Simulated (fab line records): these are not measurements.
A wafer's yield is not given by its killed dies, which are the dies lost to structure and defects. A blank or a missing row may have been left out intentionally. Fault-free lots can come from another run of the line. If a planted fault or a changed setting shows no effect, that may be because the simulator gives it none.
fab line records -- flow nand-harc
[record] lots = 24, wafers = 72, last-day = 35
route steps=1302 shown A_BLC@1133 A_M0@1147 A_M1@1181
lots untouched by any fault: they come from a run of this same line in which no faults occurred
start-h: start of the lot's first displayed wafer, in hours after the record's first day -- wait-h: hours from the lot's prior step to this one -- " unchanged from the row above -- L1.1+2: a single row standing in for several wafers -- - no value, or no start given -- * or withheld: withheld -- < > ~ a bound
route shown NAME@n: a module of which the file shows steps, and the number in the route of the first -- usual: mean and standard deviation over wafers with no fault -- same: alike in all rows -- chamber/n: place in a boat -- sites: each site's reading -- _std_site: the standard deviation of these -- _edge_site: the outer-site mean with the inner-site mean subtracted -- radius-mm: how far each site lies from the wafer's centre -- mask NAME#n: copy n -- behind: tool/chamber where the wafer was last shaped -- hold: reason for holding the lot/hours on hold/outcome of the hold -- device: the n, p or np transistor that did not switch -- end of line: the same wafers' tests at the end of the route -- a step without rows: its recipe alone -- killed: not the wafer's yield, but the dies lost to structure and defects at the first sort -- map: a wafer's dies, x killed, . not, _ none there
set.NAME: the setting that was run; set.NAME@STEP: the one run at that earlier step -- model.NAME: the simulator's own value behind a step, which no gauge read
one table for each step of the route and one row for each wafer, over a sample of lots
services: when a tool's chamber went out of use (start-h, in hours from the record's first day, below 0 if earlier), for how many hours, and the reason
[[steps]]
[step NHARC_A_BLC_CMP_25]
[recipe] t-overpolish-s = 30, target-thk-nm = 150
[usual] motor-current-A = 12.5/1.4, overpolish-run-s = 30.001/0.0086, time-to-endpoint-s = 30.0/2.4
lot.wafer,tool,chamber,start-h,wait-h,motor-current-A,overpolish-run-s,time-to-endpoint-s
L075.4,cmp-04,2,531.86,0.3,12.2,30.009,27.5
L075.1,cmp-04,3,531.86,0.3,13.4,29.986,30.6
L075.3,cmp-04,0,531.86,0.3,11.1,30.001,28.4
L074.2,cmp-01,3,534.05,0.4,13.8,30.008,29.8
L074.3,cmp-01,1,534.05,0.4,11.5,30.008,30.7
L074.5,cmp-01,0,534.05,0.4,12.1,29.989,29.4
L076.2,cmp-04,0,541.17,0.5,11.2,29.993,29.4
L076.4,cmp-04,2,541.17,0.5,12.1,29.989,27.2
L076.5,cmp-04,0,541.17,0.5,10.7,29.994,28.9
L077.1,cmp-02,0,560.28,0.5,10.5,30.003,26.5
L077.6,cmp-02,3,560.28,0.5,13.6,30.009,23.2
L077.5,cmp-02,0,560.28,0.5,10.6,29.996,26.8
L082.3,cmp-01,2,620.59,0.3,15.1,29.999,30.0
L082.2,cmp-01,0,620.59,0.3,11.9,30.002,28.7
L082.6,cmp-01,3,620.59,0.3,13.9,30.009,28.7
L081.3,cmp-04,1,630.56,0.3,11.3,30.006,26.5
L081.1,cmp-04,2,630.56,0.3,11.5,29.993,28.1
L081.6,cmp-04,0,630.56,0.3,10.6,30.005,25.4
L078.3,cmp-02,3,633.79,0.3,13.5,30.011,28.9
L078.1,cmp-02,2,633.79,0.3,13.4,29.997,35.9
L078.5,cmp-02,0,633.79,0.3,10.6,29.996,34.2
L084.4,cmp-02,2,641.77,0.2,12.7,29.990,31.6
L084.3,cmp-02,3,641.77,0.2,13.2,29.994,29.1
L084.5,cmp-02,3,641.77,0.2,13.7,29.994,29.7
L080.4,cmp-01,2,649.92,0.4,14.5,29.997,32.0
L080.2,cmp-01,3,649.92,0.4,13.9,29.996,29.8
L080.5,cmp-01,1,649.92,0.4,11.1,30.004,30.3
L083.1,cmp-02,3,660.58,0.4,13.1,29.992,25.9
L083.2,cmp-02,0,660.58,0.4,10.0,29.991,30.0
L083.4,cmp-02,1,660.58,0.4,11.8,29.993,31.2
L085.3,cmp-02,1,668.48,0.3,11.8,29.998,31.9
L085.4,cmp-02,0,668.48,0.3,11.0,29.997,28.6
L085.6,cmp-02,2,668.48,0.3,13.3,29.987,30.3
L086.3,cmp-01,2,673.91,0.2,14.8,30.011,31.7
L086.1,cmp-01,3,673.91,0.2,13.7,29.991,29.2
L086.4,cmp-01,1,673.91,0.2,11.0,29.991,26.1
L079.1,cmp-02,0,677.01,0.4,10.8,30.003,30.7
L079.3,cmp-02,1,677.01,0.4,11.6,30.017,34.4
L079.5,cmp-02,2,677.01,0.4,13.2,29.998,31.1
L087.1,cmp-01,3,682.23,0.4,13.8,29.999,33.6
L087.2,cmp-01,0,682.23,0.4,12.6,29.999,30.0
L087.5,cmp-01,3,682.23,0.4,15.0,30.002,32.3
L088.4,cmp-02,2,683.64,0.3,13.7,30.006,33.0
L088.3,cmp-02,3,683.64,0.3,13.3,30.000,29.7
L088.5,cmp-02,1,683.64,0.3,12.0,29.992,30.9
L089.4,cmp-02,0,688.55,0.3,10.5,30.001,32.0
L089.5,cmp-02,3,688.55,0.3,12.8,29.989,28.9
L089.6,cmp-02,0,688.55,0.3,10.9,29.978,29.7
L090.3,cmp-04,0,690.21,0.3,11.3,30.008,30.3
L090.1,cmp-04,1,690.21,0.3,10.9,30.000,29.9
L090.5,cmp-04,3,690.21,0.3,14.3,30.015,32.3
L091.1,cmp-01,2,693.59,0.4,14.9,30.003,34.1
L091.6,cmp-01,1,693.59,0.4,11.8,30.000,32.0
L091.5,cmp-01,2,693.59,0.4,14.5,29.995,34.1
L092.1,cmp-01,3,711.10,0.8,14.5,30.002,30.1
L092.5,cmp-01,3,711.10,0.8,13.7,30.016,30.1
L092.6,cmp-01,0,711.10,0.8,11.9,30.010,30.8
L093.1,cmp-02,2,718.23,0.4,13.3,29.992,29.7
L093.2,cmp-02,3,718.23,0.4,12.9,30.008,25.4
L093.5,cmp-02,0,718.23,0.4,10.8,30.021,27.0
L094.2,cmp-04,0,718.53,0.7,11.7,29.999,30.0
L094.3,cmp-04,1,718.53,0.7,11.9,30.012,27.9
L094.1,cmp-04,3,718.53,0.7,14.2,29.998,28.8
L095.1,cmp-01,1,749.92,0.5,11.4,30.008,31.1
L095.3,cmp-01,2,749.92,0.5,14.7,30.014,30.7
L095.5,cmp-01,0,749.92,0.5,11.9,29.995,27.3
L096.3,cmp-02,0,752.07,0.3,10.6,30.009,28.4
L096.5,cmp-02,3,752.07,0.3,13.1,30.001,25.8
L096.6,cmp-02,0,752.07,0.3,10.5,30.006,29.4
L097.2,cmp-01,2,787.91,0.7,16.1,29.997,32.5
L097.3,cmp-01,0,787.91,0.7,11.8,29.994,30.4
L097.6,cmp-01,3,787.91,0.7,13.8,30.001,31.2
[step NHARC_A_M0_CD_MEAS_09]
[recipe] target-cd-nm = 80, landing-energy-ev = 500
[usual] cd-nm = 79.5/0.74
lot.wafer,tool,chamber,start-h,wait-h,cd-nm
L075.1,cd-sem-02,0,533.14,-,80.6
L075.3,cd-sem-02,0,533.14,-,80.8
L075.4,cd-sem-02,0,533.14,-,80.3
L074.2,cd-sem-01,0,535.43,-,79.2
L074.3,cd-sem-01,0,535.43,-,79.4
L074.5,cd-sem-01,0,535.43,-,79.0
L076.2,cd-sem-02,0,542.33,-,79.7
L076.4,cd-sem-02,0,542.33,-,78.9
L076.5,cd-sem-02,0,542.33,-,80.1
L077.1,cd-sem-01,0,561.69,-,80.4
L077.5,cd-sem-01,0,561.69,-,79.4
L077.6,cd-sem-01,0,561.69,-,79.8
L082.2,cd-sem-02,0,621.91,-,78.9
L082.3,cd-sem-02,0,621.91,-,78.2
L082.6,cd-sem-02,0,621.91,-,78.1
L081.1,cd-sem-01,0,631.81,-,79.6
L081.3,cd-sem-01,0,631.81,-,80.0
L081.6,cd-sem-01,0,631.81,-,80.2
L078.1,cd-sem-03,0,634.97,-,79.7
L078.3,cd-sem-03,0,634.97,-,79.4
L078.5,cd-sem-03,0,634.97,-,80.0
L084.3,cd-sem-03,0,643.07,-,78.4
L084.4,cd-sem-03,0,643.07,-,79.1
L084.5,cd-sem-03,0,643.07,-,78.5
L080.2,cd-sem-01,0,651.18,-,80.3
L080.4,cd-sem-01,0,651.18,-,79.3
L080.5,cd-sem-01,0,651.18,-,79.6
L083.1,cd-sem-01,0,661.85,-,79.5
L083.2,cd-sem-01,0,661.85,-,78.4
L083.4,cd-sem-01,0,661.85,-,78.2
L085.3,cd-sem-03,0,669.65,-,79.1
L085.4,cd-sem-03,0,669.65,-,79.4
L085.6,cd-sem-03,0,669.65,-,80.0
L086.1,cd-sem-03,0,675.33,-,80.4
L086.3,cd-sem-03,0,675.33,-,80.8
L086.4,cd-sem-03,0,675.33,-,80.8
L079.1,cd-sem-01,0,678.49,-,79.0
L079.3,cd-sem-01,0,678.49,-,80.2
L079.5,cd-sem-01,0,678.49,-,79.9
L087.1,cd-sem-02,0,683.55,-,78.7
L087.2,cd-sem-02,0,683.55,-,78.0
L087.5,cd-sem-02,0,683.55,-,78.3
L088.3,cd-sem-03,0,685.06,-,78.5
L088.4,cd-sem-03,0,685.06,-,79.1
L088.5,cd-sem-03,0,685.06,-,78.7
L089.4,cd-sem-03,0,690.07,-,80.7
L089.5,cd-sem-03,0,690.07,-,78.9
L089.6,cd-sem-03,0,690.07,-,79.3
L090.1,cd-sem-02,0,691.49,-,79.7
L090.3,cd-sem-02,0,691.49,-,79.5
L090.5,cd-sem-02,0,691.49,-,79.5
L091.1,cd-sem-02,0,694.87,-,78.6
L091.5,cd-sem-02,0,694.87,-,78.3
L091.6,cd-sem-02,0,694.87,-,78.2
L092.1,cd-sem-03,0,712.40,-,80.0
L092.5,cd-sem-03,0,712.40,-,79.9
L092.6,cd-sem-03,0,712.40,-,80.1
L093.1,cd-sem-02,0,719.36,-,80.5
L093.2,cd-sem-02,0,719.36,-,80.2
L093.5,cd-sem-02,0,719.36,-,80.4
L094.1,cd-sem-03,0,719.97,-,79.5
L094.2,cd-sem-03,0,719.97,-,78.7
L094.3,cd-sem-03,0,719.97,-,79.4
L095.1,cd-sem-02,0,751.17,-,78.2
L095.3,cd-sem-02,0,751.17,-,79.6
L095.5,cd-sem-02,0,751.17,-,79.0
L096.3,cd-sem-01,0,753.25,-,79.8
L096.5,cd-sem-01,0,753.25,-,79.4
L096.6,cd-sem-01,0,753.25,-,80.7
L097.2,cd-sem-02,0,789.21,-,79.8
L097.3,cd-sem-02,0,789.21,-,79.5
L097.6,cd-sem-02,0,789.21,-,79.8
[step NHARC_A_M0_PRE_CLEAN_31]
[recipe] time-s = 12, temp-c = 370, rf-power-w = 300, gas = NH3
[usual] heater-power-w = 638/68
lot.wafer,tool,chamber,start-h,wait-h,heater-power-w
L075.3,pecvd-03,0,535.86,0.1,581
L075.1,pecvd-03,1,535.86,0.1,628
L075.4,pecvd-03,0,535.86,0.1,590
L074.2,pecvd-02,0,538.16,0.1,630
L074.3,pecvd-02,2,538.16,0.1,591
L074.5,pecvd-02,0,538.16,0.1,646
L076.2,pecvd-01,2,545.10,0.1,592
L076.4,pecvd-01,0,545.10,0.1,762
L076.5,pecvd-01,0,545.10,0.1,739
L077.1,pecvd-01,0,564.47,0.1,672
L077.6,pecvd-01,0,564.47,0.1,680
L077.5,pecvd-01,2,564.47,0.1,544
L082.3,pecvd-03,2,624.63,0.1,630
L082.2,pecvd-03,0,624.63,0.1,625
L082.6,pecvd-03,0,624.63,0.1,621
L081.3,pecvd-01,1,634.56,0.1,634
L081.1,pecvd-01,2,634.56,0.1,537
L081.6,pecvd-01,0,634.56,0.1,733
L078.1,pecvd-01,0,637.76,0.1,742
L078.3,pecvd-01,1,637.76,0.1,579
L078.5,pecvd-01,1,637.76,0.1,574
L084.3,pecvd-02,1,646.08,0.2,655
L084.4,pecvd-02,0,646.08,0.2,570
L084.5,pecvd-02,1,646.08,0.2,660
L080.2,pecvd-03,0,653.93,0.1,679
L080.4,pecvd-03,1,653.93,0.1,721
L080.5,pecvd-03,0,653.93,0.1,659
L083.2,pecvd-01,1,664.59,0.1,582
L083.1,pecvd-01,2,664.59,0.1,548
L083.4,pecvd-01,2,664.59,0.1,540
L085.3,pecvd-01,0,672.41,0.1,769
L085.4,pecvd-01,2,672.41,0.1,597
L085.6,pecvd-01,0,672.41,0.1,783
L086.1,pecvd-03,2,678.29,0.1,714
L086.3,pecvd-03,0,678.29,0.1,646
L086.4,pecvd-03,2,678.29,0.1,717
L079.3,pecvd-02,1,681.38,0.1,661
L079.1,pecvd-02,2,681.38,0.1,561
L079.5,pecvd-02,0,681.38,0.1,635
L087.1,pecvd-03,1,686.33,0.1,661
L087.2,pecvd-03,2,686.33,0.1,599
L087.5,pecvd-03,1,686.33,0.1,664
L088.3,pecvd-01,0,687.92,0.1,713
L088.4,pecvd-01,0,687.92,0.1,685
L088.5,pecvd-01,1,687.92,0.1,603
L089.6,pecvd-01,1,692.83,0.1,624
L089.4,pecvd-01,2,692.83,0.1,532
L089.5,pecvd-01,0,692.83,0.1,758
L090.1,pecvd-02,0,694.24,0.1,628
L090.3,pecvd-02,2,694.24,0.1,546
L090.5,pecvd-02,0,694.24,0.1,621
L091.1,pecvd-03,1,697.68,0.1,657
L091.6,pecvd-03,1,697.68,0.1,639
L091.5,pecvd-03,0,697.68,0.1,694
L092.1,pecvd-02,1,715.51,0.4,599
L092.5,pecvd-02,0,715.51,0.4,618
L092.6,pecvd-02,1,715.51,0.4,612
L093.2,pecvd-03,1,722.09,0.1,659
L093.1,pecvd-03,2,722.09,0.1,655
L093.5,pecvd-03,2,722.09,0.1,672
L094.2,pecvd-01,0,722.69,0.1,786
L094.1,pecvd-01,1,722.69,0.1,605
L094.3,pecvd-01,2,722.69,0.1,567
L095.1,pecvd-01,2,753.89,0.1,562
L095.3,pecvd-01,0,753.89,0.1,776
L095.5,pecvd-01,0,753.89,0.1,788
L096.3,pecvd-01,1,755.98,0.1,524
L096.6,pecvd-01,1,755.98,0.1,514
L096.5,pecvd-01,2,755.98,0.1,581
L097.3,pecvd-02,0,791.94,0.1,658
L097.2,pecvd-02,2,791.94,0.1,571
L097.6,pecvd-02,0,791.94,0.1,663
[step NHARC_A_M1_INSPECT_11]
[usual] raw-defect-count = 79/33
lot.wafer,tool,chamber,start-h,wait-h,raw-defect-count
L075.1,defect-inspect-02,-,537.33,0.0,104
L075.3,defect-inspect-02,-,537.33,0.0,86
L075.4,defect-inspect-02,-,537.33,0.0,112
L074.2,defect-inspect-01,-,539.62,0.0,26
L074.3,defect-inspect-01,-,539.62,0.0,30
L074.5,defect-inspect-01,-,539.62,0.0,28
L076.2,defect-inspect-01,-,547.85,0.0,77
L076.4,defect-inspect-01,-,547.85,0.0,104
L076.5,defect-inspect-01,-,547.85,0.0,103
L077.1,defect-inspect-02,-,566.08,0.0,110
L077.5,defect-inspect-02,-,566.08,0.0,123
L077.6,defect-inspect-02,-,566.08,0.0,107
L082.2,defect-inspect-02,-,626.05,0.0,84
L082.3,defect-inspect-02,-,626.05,0.0,82
L082.6,defect-inspect-02,-,626.05,0.0,81
L081.1,defect-inspect-01,-,636.01,0.0,13
L081.3,defect-inspect-01,-,636.01,0.0,19
L081.6,defect-inspect-01,-,636.01,0.0,20
L078.1,defect-inspect-01,-,639.09,0.0,79
L078.3,defect-inspect-01,-,639.09,0.0,105
L078.5,defect-inspect-01,-,639.09,0.0,87
L084.3,defect-inspect-01,-,647.38,0.0,97
L084.4,defect-inspect-01,-,647.38,0.0,85
L084.5,defect-inspect-01,-,647.38,0.0,78
L080.2,defect-inspect-01,-,655.35,0.0,92
L080.4,defect-inspect-01,-,655.35,0.0,94
L080.5,defect-inspect-01,-,655.35,0.0,88
L083.1,defect-inspect-01,-,666.03,0.0,96
L083.2,defect-inspect-01,-,666.03,0.0,106
L083.4,defect-inspect-01,-,666.03,0.0,101
L085.3,defect-inspect-02,-,673.70,0.0,75
L085.4,defect-inspect-02,-,673.70,0.0,74
L085.6,defect-inspect-02,-,673.70,0.0,76
L086.1,defect-inspect-01,-,679.89,0.0,33
L086.3,defect-inspect-01,-,679.89,0.0,48
L086.4,defect-inspect-01,-,679.89,0.0,59
L079.1,defect-inspect-02,-,682.96,0.0,62
L079.3,defect-inspect-02,-,682.96,0.0,58
L079.5,defect-inspect-02,-,682.96,0.0,74
L087.1,defect-inspect-01,-,687.62,0.0,56
L087.2,defect-inspect-01,-,687.62,0.0,55
L087.5,defect-inspect-01,-,687.62,0.0,59
L088.3,defect-inspect-01,-,689.36,0.0,111
L088.4,defect-inspect-01,-,689.36,0.0,117
L088.5,defect-inspect-01,-,689.36,0.0,129
L089.4,defect-inspect-01,-,694.30,0.0,95
L089.5,defect-inspect-01,-,694.30,0.0,105
L089.6,defect-inspect-01,-,694.30,0.0,97
L090.1,defect-inspect-01,-,695.59,0.0,62
L090.3,defect-inspect-01,-,695.59,0.0,66
L090.5,defect-inspect-01,-,695.59,0.0,75
L091.1,defect-inspect-01,-,699.13,0.0,139
L091.5,defect-inspect-01,-,699.13,0.0,104
L091.6,defect-inspect-01,-,699.13,0.0,115
L092.1,defect-inspect-01,-,716.95,0.0,69
L092.5,defect-inspect-01,-,716.95,0.0,99
L092.6,defect-inspect-01,-,716.95,0.0,72
L093.1,defect-inspect-01,-,723.58,0.0,93
L093.2,defect-inspect-01,-,723.58,0.0,108
L093.5,defect-inspect-01,-,723.58,0.0,90
L094.1,defect-inspect-02,-,724.13,0.0,94
L094.2,defect-inspect-02,-,724.13,0.0,92
L094.3,defect-inspect-02,-,724.13,0.0,79
L095.1,defect-inspect-01,-,755.21,0.0,22
L095.3,defect-inspect-01,-,755.21,0.0,26
L095.5,defect-inspect-01,-,755.21,0.0,23
L096.3,defect-inspect-01,-,757.31,0.0,124
L096.5,defect-inspect-01,-,757.31,0.0,138
L096.6,defect-inspect-01,-,757.31,0.0,170
L097.2,defect-inspect-02,-,793.39,0.0,26
L097.3,defect-inspect-02,-,793.39,0.0,24
L097.6,defect-inspect-02,-,793.39,0.0,33
[step NHARC_A_M1_CMP_23]
[recipe] t-overpolish-s = 20, target-thk-nm = 154.34
[usual] motor-current-A = 11.7/1.2, time-to-endpoint-s = 28.9/2.6
lot.wafer,tool,chamber,start-h,wait-h,motor-current-A,time-to-endpoint-s
L075.4,cmp-04,3,539.55,-,13.3,24.0
L075.1,cmp-04,0,539.55,-,11.0,25.1
L075.3,cmp-04,2,539.55,-,12.1,24.4
L074.2,cmp-02,0,541.81,-,9.9,29.8
L074.3,cmp-02,2,541.81,-,13.5,32.6
L074.5,cmp-02,0,541.81,-,10.5,28.8
L076.4,cmp-04,3,550.04,-,13.6,28.7
L076.2,cmp-04,1,550.04,-,10.9,24.4
L076.5,cmp-04,3,550.04,-,13.5,26.8
L077.1,cmp-03,0,568.25,-,11.4,31.0
L077.5,cmp-03,0,568.25,-,11.4,28.1
L077.6,cmp-03,1,568.25,-,12.4,28.3
L082.2,cmp-03,0,628.68,-,11.7,24.7
L082.3,cmp-03,1,628.68,-,13.1,26.6
L082.6,cmp-03,2,628.68,-,11.0,31.5
L081.3,cmp-02,0,638.17,-,10.3,29.9
L081.1,cmp-02,2,638.17,-,13.4,32.1
L081.6,cmp-02,1,638.17,-,11.1,36.5
L078.1,cmp-04,0,641.40,-,10.9,26.9
L078.3,cmp-04,1,641.40,-,10.5,25.3
L078.5,cmp-04,3,641.40,-,13.3,30.7
L084.3,cmp-04,1,649.62,-,11.6,30.0
L084.4,cmp-04,2,649.62,-,12.3,27.8
L084.5,cmp-04,0,649.62,-,11.1,30.0
L080.4,cmp-02,2,657.54,-,13.3,27.3
L080.2,cmp-02,1,657.54,-,11.3,31.9
L080.5,cmp-02,2,657.54,-,13.0,29.0
L083.4,cmp-04,0,668.18,-,11.1,29.4
L083.1,cmp-04,1,668.18,-,11.6,27.1
L083.2,cmp-04,3,668.18,-,13.6,30.4
L085.4,cmp-03,3,675.90,-,9.6,30.9
L085.3,cmp-03,1,675.90,-,13.1,34.0
L085.6,cmp-03,3,675.90,-,9.5,31.5
L086.4,cmp-02,1,682.04,-,11.7,31.9
L086.3,cmp-02,2,682.04,-,13.1,29.9
L086.1,cmp-02,0,682.04,-,10.7,31.1
L079.1,cmp-04,0,685.15,-,11.1,26.8
L079.3,cmp-04,2,685.15,-,12.0,25.5
L079.5,cmp-04,0,685.15,-,10.7,27.9
L087.2,cmp-02,0,690.09,-,10.3,31.0
L087.1,cmp-02,1,690.09,-,11.4,33.3
L087.5,cmp-02,3,690.09,-,13.7,28.4
L088.3,cmp-03,2,691.71,-,11.5,29.2
L088.4,cmp-03,3,691.71,-,9.4,30.1
L088.5,cmp-03,2,691.71,-,11.4,29.0
L089.4,cmp-04,2,696.69,-,11.9,28.2
L089.5,cmp-04,3,696.69,-,14.2,29.2
L089.6,cmp-04,0,696.69,-,10.9,28.9
L090.3,cmp-02,2,697.77,-,13.2,32.1
L090.1,cmp-02,3,697.77,-,12.9,27.5
L090.5,cmp-02,1,697.77,-,11.8,33.1
L091.1,cmp-02,3,701.65,-,12.4,29.0
L091.5,cmp-02,0,701.65,-,11.1,27.8
L091.6,cmp-02,1,701.65,-,11.7,30.4
L092.1,cmp-02,0,719.27,-,10.7,29.9
L092.5,cmp-02,2,719.27,-,13.3,31.2
L092.6,cmp-02,3,719.27,-,13.0,27.5
L093.1,cmp-03,3,725.80,-,9.8,31.0
L093.2,cmp-03,1,725.80,-,12.9,31.8
L093.5,cmp-03,3,725.80,-,9.3,34.2
L094.3,cmp-03,2,726.28,-,10.9,29.3
L094.1,cmp-03,0,726.28,-,12.0,25.3
L094.2,cmp-03,1,726.28,-,12.8,25.4
L095.1,cmp-03,0,757.42,-,11.4,27.2
L095.3,cmp-03,1,757.42,-,12.8,30.7
L095.5,cmp-03,0,757.42,-,11.5,27.8
L096.3,cmp-04,3,759.56,-,12.4,27.7
L096.6,cmp-04,0,759.56,-,10.6,29.2
L096.5,cmp-04,1,759.56,-,11.5,27.9
L097.3,cmp-03,1,795.56,-,12.7,29.9
L097.2,cmp-03,2,795.56,-,12.1,29.0
L097.6,cmp-03,2,795.56,-,11.2,31.1
[step NHARC_A_M1_THK_MEAS_24]
[recipe] thk-meas-gauge = xrf
[usual] thk-nm = 154.3/1.5
lot.wafer,tool,chamber,start-h,wait-h,thk-nm
L075.1,film-metro-02,-,539.86,-,154.5
L075.3,film-metro-02,-,539.86,-,153.2
L075.4,film-metro-02,-,539.86,-,152.1
L074.2,film-metro-01,-,542.09,-,155.3
L074.3,film-metro-01,-,542.09,-,156.0
L074.5,film-metro-01,-,542.09,-,152.6
L076.2,film-metro-01,-,550.33,-,156.2
L076.4,film-metro-01,-,550.33,-,152.6
L076.5,film-metro-01,-,550.33,-,153.3
L077.1,film-metro-02,-,568.57,-,154.6
L077.5,film-metro-02,-,568.57,-,155.0
L077.6,film-metro-02,-,568.57,-,155.5
L082.2,film-metro-02,-,628.93,-,153.5
L082.3,film-metro-02,-,628.93,-,153.5
L082.6,film-metro-02,-,628.93,-,153.3
L081.1,film-metro-01,-,638.48,-,155.9
L081.3,film-metro-01,-,638.48,-,154.5
L081.6,film-metro-01,-,638.48,-,154.6
L078.1,film-metro-02,-,641.66,-,154.2
L078.3,film-metro-02,-,641.66,-,154.0
L078.5,film-metro-02,-,641.66,-,154.1
L084.3,film-metro-02,-,649.87,-,152.1
L084.4,film-metro-02,-,649.87,-,154.4
L084.5,film-metro-02,-,649.87,-,153.8
L080.2,film-metro-01,-,657.86,-,156.8
L080.4,film-metro-01,-,657.86,-,153.2
L080.5,film-metro-01,-,657.86,-,156.1
L083.1,film-metro-02,-,668.50,-,155.3
L083.2,film-metro-02,-,668.50,-,155.0
L083.4,film-metro-02,-,668.50,-,154.8
L085.3,film-metro-01,-,676.20,-,153.8
L085.4,film-metro-01,-,676.20,-,153.3
L085.6,film-metro-01,-,676.20,-,155.1
L086.1,film-metro-01,-,682.36,-,153.7
L086.3,film-metro-01,-,682.36,-,157.0
L086.4,film-metro-01,-,682.36,-,157.7
L079.1,film-metro-01,-,685.43,-,154.0
L079.3,film-metro-01,-,685.43,-,157.2
L079.5,film-metro-01,-,685.43,-,155.3
L087.1,film-metro-02,-,690.37,-,157.9
L087.2,film-metro-02,-,690.37,-,154.0
L087.5,film-metro-02,-,690.37,-,157.3
L088.3,film-metro-01,-,692.00,-,155.8
L088.4,film-metro-01,-,692.00,-,154.0
L088.5,film-metro-01,-,692.00,-,154.4
L089.4,film-metro-02,-,696.92,-,155.1
L089.5,film-metro-02,-,696.92,-,156.3
L089.6,film-metro-02,-,696.92,-,154.4
L090.1,film-metro-02,-,698.06,-,151.5
L090.3,film-metro-02,-,698.06,-,157.0
L090.5,film-metro-02,-,698.06,-,157.3
L091.1,film-metro-01,-,701.88,-,154.1
L091.5,film-metro-01,-,701.88,-,156.2
L091.6,film-metro-01,-,701.88,-,156.6
L092.1,film-metro-02,-,719.53,-,153.4
L092.5,film-metro-02,-,719.53,-,157.3
L092.6,film-metro-02,-,719.53,-,154.4
L093.1,film-metro-02,-,726.09,-,154.3
L093.2,film-metro-02,-,726.09,-,155.4
L093.5,film-metro-02,-,726.09,-,154.2
L094.1,film-metro-02,-,726.60,-,154.8
L094.2,film-metro-02,-,726.60,-,153.6
L094.3,film-metro-02,-,726.60,-,155.2
L095.1,film-metro-02,-,757.71,-,153.8
L095.3,film-metro-02,-,757.71,-,156.1
L095.5,film-metro-02,-,757.71,-,154.2
L096.3,film-metro-02,-,759.79,-,151.1
L096.5,film-metro-02,-,759.79,-,152.0
L096.6,film-metro-02,-,759.79,-,154.7
L097.2,film-metro-02,-,795.87,-,153.4
L097.3,film-metro-02,-,795.87,-,153.5
L097.6,film-metro-02,-,795.87,-,152.2
[[services]]
tool,chamber,start-h,hours,kind
cmp-02,-,510.75,0.3,repair
pecvd-01,1,526.01,49.0,repair
cmp-02,-,529.96,4.0,pm
cmp-01,-,577.58,4.0,pm
cmp-04,-,603.31,4.0,pm
cmp-02,-,622.90,0.7,repair
cmp-02,-,627.96,4.0,pm
cmp-04,-,631.30,1.6,repair
cmp-02,-,646.65,1.3,repair
cmp-02,-,652.64,1.6,repair
cmp-01,-,656.72,1.1,repair
pecvd-01,-,673.46,13.0,pm
cmp-01,-,675.58,4.0,pm
cmp-01,-,690.80,0.3,repair
cmp-04,-,701.31,4.0,pm
cmp-02,-,712.40,1.4,repair
cmp-04,-,714.81,1.1,repair
cmp-02,-,723.14,0.8,repair
cmp-02,-,725.96,4.0,pm
cmp-02,-,740.20,4.6,repair
cmp-02,-,754.40,7.6,repair
cmp-02,-,769.36,1.7,repair
cmp-02,-,783.39,1.5,repair
cmp-04,-,794.53,0.5,repair
[[key]]
fault none
